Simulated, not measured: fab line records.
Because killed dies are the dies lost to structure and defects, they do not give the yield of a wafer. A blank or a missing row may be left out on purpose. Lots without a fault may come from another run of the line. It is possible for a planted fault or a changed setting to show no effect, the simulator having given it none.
Which of the tools did it? :: flow n5Finfet :: 14 lots with 41 wafers sampled at 6 steps, on a route of 1938 steps

== WHAT THE GAUGES SHOWED, per wafer ==
N5_BEOL_M1_THK_MEAS_53: measures by xrf.
lot: L371
measured: day 6 09:21
on: filmMetro-01
M1_THK (nm): 39.6 41.8 42.2

lot: L372
measured: day 7 01:51
on: filmMetro-02
M1_THK (nm): 41.1 38.9 40.2

lot: L373
measured: day 7 06:46
on: filmMetro-01
M1_THK (nm): 39.4 40.2 40.2

lot: L374
measured: day 7 07:55
on: filmMetro-02
M1_THK (nm): 41.0 41.8 41.4

lot: L375
measured: day 7 14:04
on: filmMetro-01
M1_THK (nm): 39.5 41.7 41.7

lot: L376
measured: day 7 17:02
on: filmMetro-01
M1_THK (nm): 41.4 39.3 40.4

lot: L381
measured: day 8 23:30
on: filmMetro-01
M1_THK (nm): 40.6 39.9 41.8

lot: L383
measured: day 9 16:25
on: filmMetro-01
M1_THK (nm): 41.1 39.3

lot: L384
measured: day 9 18:04
on: filmMetro-01
M1_THK (nm): 38.0 40.9 40.5

lot: L387
measured: day 10 12:17
on: filmMetro-02
M1_THK (nm): 39.7 39.5 39.5

lot: L389
measured: day 11 03:10
on: filmMetro-01
M1_THK (nm): 38.6 38.0 40.2

lot: L391
measured: day 11 05:45
on: filmMetro-02
M1_THK (nm): 36.8 38.1 39.5

lot: L390
measured: day 11 07:43
on: filmMetro-02
M1_THK (nm): 39.8 40.1 40.7

lot: L394
measured: day 12 12:07
on: filmMetro-01
M1_THK (nm): 39.8 40.0 40.9

N5_BEOL_M2_THK_MEAS_01.
lot: L371
measured: day 6 09:44
on: filmMetro-01
M2_ILD_THK (nm): 78.4 79.4 79.8

lot: L372
measured: day 7 02:14
on: filmMetro-02
M2_ILD_THK (nm): 79.1 78.4 80.0

lot: L373
measured: day 7 07:10
on: filmMetro-02
M2_ILD_THK (nm): 77.0 78.8 79.0

lot: L374
measured: day 7 08:18
on: filmMetro-02
M2_ILD_THK (nm): 79.6 80.2 79.7

lot: L375
measured: day 7 14:29
on: filmMetro-01
M2_ILD_THK (nm): 78.7 80.2 79.2

lot: L376
measured: day 7 17:26
on: filmMetro-02
M2_ILD_THK (nm): 78.7 78.1 79.4

lot: L381
measured: day 8 23:59
on: filmMetro-02
M2_ILD_THK (nm): 51.6 78.6 52.2

lot: L383
measured: day 9 16:49
on: filmMetro-01
M2_ILD_THK (nm): 79.4 52.8

lot: L384
measured: day 9 18:28
on: filmMetro-01
M2_ILD_THK (nm): 79.3 78.9 51.7

lot: L387
measured: day 10 12:41
on: filmMetro-02
M2_ILD_THK (nm): 78.5 77.8 79.4

lot: L389
measured: day 11 03:34
on: filmMetro-01
M2_ILD_THK (nm): 77.6 79.3 79.3

lot: L391
measured: day 11 06:08
on: filmMetro-02
M2_ILD_THK (nm): 78.8 80.0 79.5

lot: L390
measured: day 11 08:07
on: filmMetro-02
M2_ILD_THK (nm): 79.8 81.6 80.8

lot: L394
measured: day 12 12:32
on: filmMetro-02
M2_ILD_THK (nm): 76.0 78.5 79.4

N5_BEOL_M4_RC_MEAS_101.
lot: L371
measured: day 7 12:20
on: prober-02
DIBL_N (mV/V): 36.5 35.7 34.8
DIBL_P (mV/V): 36.8 35.0 33.1
IOFF_N (nA/um): 0.164 0.142 0.129
IOFF_P (nA/um): 0.203 0.183 0.157
ION_N (uA/um): 671 672 667
ION_P (uA/um): 460 457 451
SS_N (mV/dec): 71.8 70.8 71.7
SS_P (mV/dec): 72.7 73.3 73.5
VT_N (mV): 246.1 247.2 250.9
VT_P (mV): -251.8 -253.2 -255.5

lot: L372
measured: day 8 08:17
on: prober-01
DIBL_N (mV/V): 36.1 35.8 37.7
DIBL_P (mV/V): 35.6 36.2 38.1
IOFF_N (nA/um): 0.155 0.145 0.185
IOFF_P (nA/um): 0.203 0.211 0.249
ION_N (uA/um): 683 671 689
ION_P (uA/um): 462 461 471
SS_N (mV/dec): 71.5 70.9 71.6
SS_P (mV/dec): 72.9 72.7 73.9
VT_N (mV): 248.2 248.5 246.0
VT_P (mV): -249.9 -250.4 -247.5

lot: L373
measured: day 8 12:03
on: prober-01
DIBL_N (mV/V): 36.8 37.7 36.8
DIBL_P (mV/V): 35.5 35.8 34.7
IOFF_N (nA/um): 0.161 0.174 0.162
IOFF_P (nA/um): 0.221 0.220 0.213
ION_N (uA/um): 675 674 664
ION_P (uA/um): 463 466 460
SS_N (mV/dec): 71.3 71.2 71.5
SS_P (mV/dec): 73.0 73.1 73.5
VT_N (mV): 250.1 250.3 248.5
VT_P (mV): -248.8 -249.0 -247.3

lot: L374
measured: day 8 14:11
on: prober-02
DIBL_N (mV/V): 35.7 34.9 34.4
DIBL_P (mV/V): 34.7 33.4 33.8
IOFF_N (nA/um): 0.146 0.125 0.125
IOFF_P (nA/um): 0.190 0.172 0.180
ION_N (uA/um): 672 666 667
ION_P (uA/um): 463 457 464
SS_N (mV/dec): 71.5 70.9 71.1
SS_P (mV/dec): 72.8 72.9 72.9
VT_N (mV): 252.3 252.6 252.0
VT_P (mV): -249.1 -253.1 -251.7

lot: L375
measured: day 8 17:25
on: prober-02
DIBL_N (mV/V): 35.5 34.8 36.0
DIBL_P (mV/V): 34.7 33.8 35.1
IOFF_N (nA/um): 0.126 0.121 0.137
IOFF_P (nA/um): 0.169 0.164 0.182
ION_N (uA/um): 658 664 672
ION_P (uA/um): 450 457 459
SS_N (mV/dec): 70.6 69.9 70.4
SS_P (mV/dec): 72.4 72.7 72.3
VT_N (mV): 250.9 252.8 252.8
VT_P (mV): -255.3 -255.6 -254.5

lot: L376
measured: day 9 04:35
on: prober-02
DIBL_N (mV/V): 37.6 36.4 37.9
DIBL_P (mV/V): 36.7 36.1 37.3
IOFF_N (nA/um): 0.184 0.168 0.192
IOFF_P (nA/um): 0.262 0.241 0.272
ION_N (uA/um): 682 686 678
ION_P (uA/um): 471 468 465
SS_N (mV/dec): 71.5 71.5 71.8
SS_P (mV/dec): 73.2 73.4 73.4
VT_N (mV): 245.7 247.2 248.0
VT_P (mV): -246.9 -244.0 -243.8

lot: L381
measured: day 10 10:37
on: prober-01
DIBL_N (mV/V): 36.6
DIBL_P (mV/V): 37.1
IOFF_N (nA/um): 0.165
IOFF_P (nA/um): 0.209
ION_N (uA/um): 687
ION_P (uA/um): 465
SS_N (mV/dec): 71.4
SS_P (mV/dec): 73.7
VT_N (mV): 249.3
VT_P (mV): -247.0

lot: L383
measured: day 11 06:47
on: prober-02
DIBL_N (mV/V): 36.9
DIBL_P (mV/V): 36.3
IOFF_N (nA/um): 0.165
IOFF_P (nA/um): 0.255
ION_N (uA/um): 678
ION_P (uA/um): 471
SS_N (mV/dec): 71.0
SS_P (mV/dec): 72.7
VT_N (mV): 247.4
VT_P (mV): -244.3

lot: L384
measured: day 11 01:43
on: prober-02
DIBL_N (mV/V): 38.5 38.4
DIBL_P (mV/V): 37.1 37.0
IOFF_N (nA/um): 0.182 0.186
IOFF_P (nA/um): 0.229 0.229
ION_N (uA/um): 678 671
ION_P (uA/um): 466 459
SS_N (mV/dec): 72.4 72.5
SS_P (mV/dec): 73.8 73.3
VT_N (mV): 249.7 249.1
VT_P (mV): -249.3 -247.8

lot: L387
measured: day 11 16:43
on: prober-01
DIBL_N (mV/V): 36.9 38.1 38.1
DIBL_P (mV/V): 35.3 37.1 36.7
IOFF_N (nA/um): 0.150 0.188 0.179
IOFF_P (nA/um): 0.187 0.223 0.210
ION_N (uA/um): 673 676 674
ION_P (uA/um): 460 454 464
SS_N (mV/dec): 70.5 71.6 71.6
SS_P (mV/dec): 72.4 73.1 73.3
VT_N (mV): 250.0 248.3 246.3
VT_P (mV): -250.0 -248.1 -252.6

lot: L389
measured: day 12 11:00
on: prober-02
DIBL_N (mV/V): 38.6 36.7 37.9
DIBL_P (mV/V): 37.3 34.8 36.1
IOFF_N (nA/um): 0.201 0.159 0.188
IOFF_P (nA/um): 0.248 0.206 0.235
ION_N (uA/um): 679 669 688
ION_P (uA/um): 465 455 474
SS_N (mV/dec): 72.6 71.6 71.8
SS_P (mV/dec): 73.9 73.2 73.5
VT_N (mV): 247.0 250.7 248.7
VT_P (mV): -248.7 -250.7 -246.2

lot: L391
measured: day 12 14:43
on: prober-02
DIBL_N (mV/V): 36.8 38.2 37.9
DIBL_P (mV/V): 37.2 37.8 37.5
IOFF_N (nA/um): 0.177 0.200 0.186
IOFF_P (nA/um): 0.220 0.232 0.225
ION_N (uA/um): 679 688 680
ION_P (uA/um): 460 462 467
SS_N (mV/dec): 72.2 71.8 72.0
SS_P (mV/dec): 73.3 73.2 72.1
VT_N (mV): 249.4 247.3 247.4
VT_P (mV): -250.5 -247.2 -249.5

lot: L390
measured: day 12 14:46
on: prober-01
DIBL_N (mV/V): 36.1 35.7 36.0
DIBL_P (mV/V): 35.0 34.4 35.0
IOFF_N (nA/um): 0.166 0.149 0.155
IOFF_P (nA/um): 0.211 0.200 0.201
ION_N (uA/um): 678 675 680
ION_P (uA/um): 459 460 468
SS_N (mV/dec): 71.1 71.5 71.2
SS_P (mV/dec): 72.2 72.8 72.9
VT_N (mV): 248.8 249.9 250.0
VT_P (mV): -248.8 -248.3 -248.5

lot: L394
measured: day 13 22:22
on: prober-01
DIBL_N (mV/V): 37.1 36.0 35.0
DIBL_P (mV/V): 36.4 35.6 34.3
IOFF_N (nA/um): 0.166 0.143 0.132
IOFF_P (nA/um): 0.217 0.202 0.178
ION_N (uA/um): 679 674 662
ION_P (uA/um): 465 463 457
SS_N (mV/dec): 71.8 71.9 71.6
SS_P (mV/dec): 73.3 73.1 73.4
VT_N (mV): 250.1 250.6 251.1
VT_P (mV): -246.2 -248.4 -248.6

== WHICH TOOL RAN EACH LOT (tool, then ch and the chambers of the sampled wafers, then the start) ==
lot: L371
N5_BEOL_M1_SPUTTER_94: pvdSputter-03, day 6 08:20
N5_BEOL_M1_CMP_52: cmp-02 ch 2,3, day 6 09:04
N5_BEOL_M2_ILD_DEP_00: pecvd-01 ch 1,2, day 6 09:40

lot: L372
N5_BEOL_M1_SPUTTER_94: pvdSputter-03, day 7 00:50
N5_BEOL_M1_CMP_52: cmp-03 ch 1,3, day 7 01:34
N5_BEOL_M2_ILD_DEP_00: pecvd-04 ch 0,1,2, day 7 02:10

lot: L373
N5_BEOL_M1_SPUTTER_94: pvdSputter-01, day 7 05:41
N5_BEOL_M1_CMP_52: cmp-02 ch 2,3, day 7 06:28
N5_BEOL_M2_ILD_DEP_00: pecvd-04 ch 1,2, day 7 07:05

lot: L374
N5_BEOL_M1_SPUTTER_94: pvdSputter-03, day 7 06:46
N5_BEOL_M1_CMP_52: cmp-02 ch 0,1,3, day 7 07:41
N5_BEOL_M2_ILD_DEP_00: pecvd-02 ch 0,2, day 7 08:14

lot: L375
N5_BEOL_M1_SPUTTER_94: pvdSputter-02, day 7 13:03
N5_BEOL_M1_CMP_52: cmp-01 ch 0,2,3, day 7 13:46
N5_BEOL_M2_ILD_DEP_00: pecvd-04 ch 0,1, day 7 14:26

lot: L376
N5_BEOL_M1_SPUTTER_94: pvdSputter-03, day 7 15:44
N5_BEOL_M1_CMP_52: cmp-02 ch 1,2,3, day 7 16:47
N5_BEOL_M2_ILD_DEP_00: pecvd-04 ch 1,2, day 7 17:22

lot: L381
N5_BEOL_M1_SPUTTER_94: pvdSputter-03, day 8 22:29
N5_BEOL_M1_CMP_52: cmp-02 ch 1,2, day 8 23:12
N5_BEOL_M2_ILD_DEP_00: pecvd-04 ch 0,1, day 8 23:55

lot: L383
N5_BEOL_M1_SPUTTER_94: pvdSputter-03, day 9 15:13
N5_BEOL_M1_CMP_52: cmp-03 ch 0,2, day 9 16:11
N5_BEOL_M2_ILD_DEP_00: pecvd-04 ch 0, day 9 16:45

lot: L384
N5_BEOL_M1_SPUTTER_94: pvdSputter-02, day 9 17:02
N5_BEOL_M1_CMP_52: cmp-03 ch 2,3, day 9 17:46
N5_BEOL_M2_ILD_DEP_00: pecvd-04 ch 0,1, day 9 18:24

lot: L387
N5_BEOL_M1_SPUTTER_94: pvdSputter-03, day 10 10:55
N5_BEOL_M1_CMP_52: cmp-03 ch 0,1, day 10 11:59
N5_BEOL_M2_ILD_DEP_00: pecvd-02 ch 0,1,2, day 10 12:37

lot: L389
N5_BEOL_M1_SPUTTER_94: pvdSputter-01, day 11 01:55
N5_BEOL_M1_CMP_52: cmp-01 ch 1,2,3, day 11 02:59
N5_BEOL_M2_ILD_DEP_00: pecvd-01 ch 0,1,2, day 11 03:30

lot: L391
N5_BEOL_M1_SPUTTER_94: pvdSputter-03, day 11 04:44
N5_BEOL_M1_CMP_52: cmp-01 ch 2,3, day 11 05:29
N5_BEOL_M2_ILD_DEP_00: pecvd-01 ch 1,2, day 11 06:04

lot: L390
N5_BEOL_M1_SPUTTER_94: pvdSputter-01, day 11 06:34
N5_BEOL_M1_CMP_52: cmp-02 ch 0,1,3, day 11 07:28
N5_BEOL_M2_ILD_DEP_00: pecvd-02 ch 1,2, day 11 08:02

lot: L394
N5_BEOL_M1_SPUTTER_94: pvdSputter-03, day 12 10:50
N5_BEOL_M1_CMP_52: cmp-01 ch 0,2,3, day 12 11:51
N5_BEOL_M2_ILD_DEP_00: pecvd-01 ch 1,2, day 12 12:28
- N5_BEOL_M1_SPUTTER_94: material Cu, target thk 4.5 nm, time 8.29 s.
- N5_BEOL_M1_CMP_52: polishes, stops on SiOC, t overpolish 6.8 s, target thk 40 nm.
- N5_BEOL_M2_ILD_DEP_00: deposits SiOC from DEMS/O2, target thk 79 nm, time 15.3 s.

== AS READ BY THE TOOLS THEMSELVES (means over the sampled wafers that have a number; for cases with no such wafer, the mark the record gives instead) ==
N5_BEOL_M1_SPUTTER_94.
lot: L371
tool: pvdSputter-03
susceptorTempC (C): -20.03
throttleValvePct (%): 30.5

lot: L372
tool: pvdSputter-03
susceptorTempC (C): -19.99
throttleValvePct (%): 30.4

lot: L373
tool: pvdSputter-01
susceptorTempC (C): -20.07
throttleValvePct (%): 29.3

lot: L374
tool: pvdSputter-03
susceptorTempC (C): -20.06
throttleValvePct (%): 30.2

lot: L375
tool: pvdSputter-02
susceptorTempC (C): -19.94
throttleValvePct (%): 29.9

lot: L376
tool: pvdSputter-03
susceptorTempC (C): -19.98
throttleValvePct (%): 31.1

lot: L381
tool: pvdSputter-03
susceptorTempC (C): -20.00
throttleValvePct (%): 30.9

lot: L383
tool: pvdSputter-03
susceptorTempC (C): -20.05
throttleValvePct (%): 30.9

lot: L384
tool: pvdSputter-02
susceptorTempC (C): -19.86
throttleValvePct (%): 30.0

lot: L387
tool: pvdSputter-03
susceptorTempC (C): -19.81
throttleValvePct (%): 30.4

lot: L389
tool: pvdSputter-01
susceptorTempC (C): -20.10
throttleValvePct (%): 28.1

lot: L391
tool: pvdSputter-03
susceptorTempC (C): -19.90
throttleValvePct (%): 30.3

lot: L390
tool: pvdSputter-01
susceptorTempC (C): -19.97
throttleValvePct (%): 30.0

lot: L394
tool: pvdSputter-03
susceptorTempC (C): -20.02
throttleValvePct (%): 30.8

N5_BEOL_M1_CMP_52.
lot: L371
tool: cmp-02
barrierFieldEndpointS (s): 24.6
clearingPlatenRpm (rpm): 50.017
motorCurrentA (A): 5.7
overpolishRunS (s): 6.793
timeToEndpointS (s): 60.1

lot: L372
tool: cmp-03
barrierFieldEndpointS (s): 24.3
clearingPlatenRpm (rpm): 49.998
motorCurrentA (A): 6.2
overpolishRunS (s): 6.792
timeToEndpointS (s): 62.4

lot: L373
tool: cmp-02
barrierFieldEndpointS (s): 24.1
clearingPlatenRpm (rpm): 50.022
motorCurrentA (A): 5.7
overpolishRunS (s): 6.790
timeToEndpointS (s): 61.5

lot: L374
tool: cmp-02
barrierFieldEndpointS (s): 24.1
clearingPlatenRpm (rpm): 49.993
motorCurrentA (A): 6.5
overpolishRunS (s): 6.811
timeToEndpointS (s): 63.0

lot: L375
tool: cmp-01
barrierFieldEndpointS (s): 24.4
clearingPlatenRpm (rpm): 50.008
motorCurrentA (A): 6.1
overpolishRunS (s): 6.803
timeToEndpointS (s): 63.0

lot: L376
tool: cmp-02
barrierFieldEndpointS (s): 24.9
clearingPlatenRpm (rpm): 49.994
motorCurrentA (A): 6.1
overpolishRunS (s): 6.800
timeToEndpointS (s): 65.3

lot: L381
tool: cmp-02
barrierFieldEndpointS (s): 25.0
clearingPlatenRpm (rpm): 49.988
motorCurrentA (A): 5.7
overpolishRunS (s): 6.800
timeToEndpointS (s): 64.9

lot: L383
tool: cmp-03
barrierFieldEndpointS (s): 24.6
clearingPlatenRpm (rpm): 50.014
motorCurrentA (A): 6.2
overpolishRunS (s): 6.795
timeToEndpointS (s): 66.2

lot: L384
tool: cmp-03
barrierFieldEndpointS (s): 25.3
clearingPlatenRpm (rpm): 49.993
motorCurrentA (A): 6.3
overpolishRunS (s): 6.800
timeToEndpointS (s): 64.0

lot: L387
tool: cmp-03
barrierFieldEndpointS (s): 24.6
clearingPlatenRpm (rpm): 50.014
motorCurrentA (A): 5.9
overpolishRunS (s): 6.809
timeToEndpointS (s): 64.2

lot: L389
tool: cmp-01
barrierFieldEndpointS (s): 24.3
clearingPlatenRpm (rpm): 49.988
motorCurrentA (A): 6.7
overpolishRunS (s): 6.803
timeToEndpointS (s): 62.9

lot: L391
tool: cmp-01
barrierFieldEndpointS (s): 24.6
clearingPlatenRpm (rpm): 49.994
motorCurrentA (A): 6.0
overpolishRunS (s): 6.800
timeToEndpointS (s): 63.2

lot: L390
tool: cmp-02
barrierFieldEndpointS (s): 25.1
clearingPlatenRpm (rpm): 50.010
motorCurrentA (A): 6.4
overpolishRunS (s): 6.794
timeToEndpointS (s): 63.6

lot: L394
tool: cmp-01
barrierFieldEndpointS (s): 24.2
clearingPlatenRpm (rpm): 49.992
motorCurrentA (A): 6.3
overpolishRunS (s): 6.794
timeToEndpointS (s): 60.8

N5_BEOL_M2_ILD_DEP_00.
lot: L371
tool: pecvd-01
heaterPowerW (W): 458
showerheadPlenumPTorr (Torr): 5.676
susceptorTempC (C): 350.11
throttleValvePct (%): 11.4

lot: L372
tool: pecvd-04
heaterPowerW (W): 606
showerheadPlenumPTorr (Torr): 5.706
susceptorTempC (C): 350.05
throttleValvePct (%): 12.6

lot: L373
tool: pecvd-04
heaterPowerW (W): 622
showerheadPlenumPTorr (Torr): 5.689
susceptorTempC (C): 349.87
throttleValvePct (%): 13.4

lot: L374
tool: pecvd-02
heaterPowerW (W): 473
showerheadPlenumPTorr (Torr): 5.706
susceptorTempC (C): 349.98
throttleValvePct (%): 12.7

lot: L375
tool: pecvd-04
heaterPowerW (W): 591
showerheadPlenumPTorr (Torr): 5.712
susceptorTempC (C): 349.82
throttleValvePct (%): 12.0

lot: L376
tool: pecvd-04
heaterPowerW (W): 574
showerheadPlenumPTorr (Torr): 5.697
susceptorTempC (C): 349.90
throttleValvePct (%): 13.1

lot: L381
tool: pecvd-04
heaterPowerW (W): 592
showerheadPlenumPTorr (Torr): 5.703
susceptorTempC (C): 350.35
throttleValvePct (%): 12.2

lot: L383
tool: pecvd-04
heaterPowerW (W): 576
showerheadPlenumPTorr (Torr): 5.710
susceptorTempC (C): 349.81
throttleValvePct (%): 12.4

lot: L384
tool: pecvd-04
heaterPowerW (W): 564
showerheadPlenumPTorr (Torr): 5.704
susceptorTempC (C): 349.82
throttleValvePct (%): 12.2

lot: L387
tool: pecvd-02
heaterPowerW (W): 452
showerheadPlenumPTorr (Torr): 5.693
susceptorTempC (C): 349.95
throttleValvePct (%): 12.4

lot: L389
tool: pecvd-01
heaterPowerW (W): 504
showerheadPlenumPTorr (Torr): 5.679
susceptorTempC (C): 349.91
throttleValvePct (%): 11.6

lot: L391
tool: pecvd-01
heaterPowerW (W): 480
showerheadPlenumPTorr (Torr): 5.679
susceptorTempC (C): 350.00
throttleValvePct (%): 11.3

lot: L390
tool: pecvd-02
heaterPowerW (W): 471
showerheadPlenumPTorr (Torr): 5.690
susceptorTempC (C): 349.72
throttleValvePct (%): 12.0

lot: L394
tool: pecvd-01
heaterPowerW (W): 489
showerheadPlenumPTorr (Torr): 5.673
susceptorTempC (C): 350.12
throttleValvePct (%): 11.4

== THE ANSWER, worked out from the rows above alone ==
Rule: the usual values come from the lots themselves. Put in order of their means at a reading, lots are off if they are a third of the lots or fewer, leave a main group of 4 or more, and stand apart from it by a gap of 3 or more times the standard deviation of the main group's means; of several such gaps the widest counts. Not used: any main group whose means are identical at the precision the tables above print for the reading. Also off: a lot with no number at a reading for which 4 or more lots have one. All remaining lots with rows at the step are treated as sound. First the gauges in route order, then the tools' own readings, where a lot's mean is used as printed above. The first step at which some lot is off is used, and at that step the reading that is off furthest; a lot without a number counts as furthest.
Off: L381, L383, L384, seen at N5_BEOL_M2_THK_MEAS_01 (M2_ILD_THK). Main group: mean 79.1 nm, sd 0.73.
A tool fits if, at a process step before that reading, it ran every lot that is off, and no sound lot after the first of them. Those tools and the gauges at N5_BEOL_M2_THK_MEAS_01 are tried in the same way. One candidate fits, namely pecvd-04 at N5_BEOL_M2_ILD_DEP_00. A fault onset in the window from L376 (day 7 17:22, its last sound lot) to L381 (day 8 23:55, its first lot off) fits.

== WHAT THE SIMULATOR HAD PUT IN ==
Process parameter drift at N5_BEOL_M2_ILD_DEP_00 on pecvd-04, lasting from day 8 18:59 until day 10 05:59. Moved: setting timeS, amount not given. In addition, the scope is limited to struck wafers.
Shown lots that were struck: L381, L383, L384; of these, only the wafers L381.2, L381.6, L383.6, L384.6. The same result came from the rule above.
